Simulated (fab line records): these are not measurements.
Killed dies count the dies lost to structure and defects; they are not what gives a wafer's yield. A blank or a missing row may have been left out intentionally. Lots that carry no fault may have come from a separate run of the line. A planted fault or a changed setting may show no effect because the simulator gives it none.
Chamber matching	flow nand-harc	ald-hk-03 running NHARC_A_CHANNEL_FILL_D1_ALD_14: 4 sister chambers
The step deposits SiO2, target thk 2.5 nm, pulse time 10 s, ald cycles 25. 16 wafers are shown with their chamber, then 8 later ones without.

== WAFERS PAIRED WITH THEIR CHAMBERS ==
wafer	chamber	heater-power-w (W)	precursor-pulse-height-rel
L074.1	3	465	1.029
L074.3	1	521	0.996
L074.6	2	345	1.020
L077.3	2	351	1.007
L077.5	1	525	0.995
L077.6	2	353	1.022
L082.3	1	519	1.016
L082.5	3	471	0.998
L082.6	2	347	1.023
L089.1	0	496	1.015
L089.2	2	349	1.047
L089.5	0	488	1.021
L088.1	0	500	0.979
L088.2	1	514	0.978
L088.6	3	460	1.001
L091.3	2	343	1.012

SIGNATURES (means of the wafers above)
reading	chamber 0	chamber 1	chamber 2	chamber 3	scatter within a chamber
heater-power-w	494.67	519.75	348.00	465.33	4.73
precursor-pulse-height-rel	1.00500	0.99625	1.02183	1.00933	0.0166
Rule: a wafer's distance from a chamber is the root of the sum, over the readings, of the square of ((its reading less the chamber's mean) divided by the reading's scatter). The wafer belongs to the nearest chamber; if the next one is less than 2 further off, it can't be placed. The scatter: the root of (the sum of the squares of (reading less its chamber's mean) over the shown wafers, divided by (wafers less chambers)).

== WAFERS WITH NO CHAMBER GIVEN ==
wafer	heater-power-w (W)	precursor-pulse-height-rel
L091.4	475	0.983
L091.5	349	0.972
L094.1	538	1.034
L094.4	487	0.999
L094.6	492	0.995
L093.4	475	1.010
L093.5	456	0.985
L093.6	491	0.988

== CHAMBER TAKEN BY EACH ==
wafer	from the rows above	in truth
L091.4	can't be placed: 3 or 0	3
L091.5	2	2
L094.1	1	1
L094.4	0	0
L094.6	0	0
L093.4	3	3
L093.5	3	3
L093.6	0	0
Correct placement for 7 of the 8. Can't be placed from these rows: 1 (the true chamber is among the candidates in 1). Wrongly placed: 0.
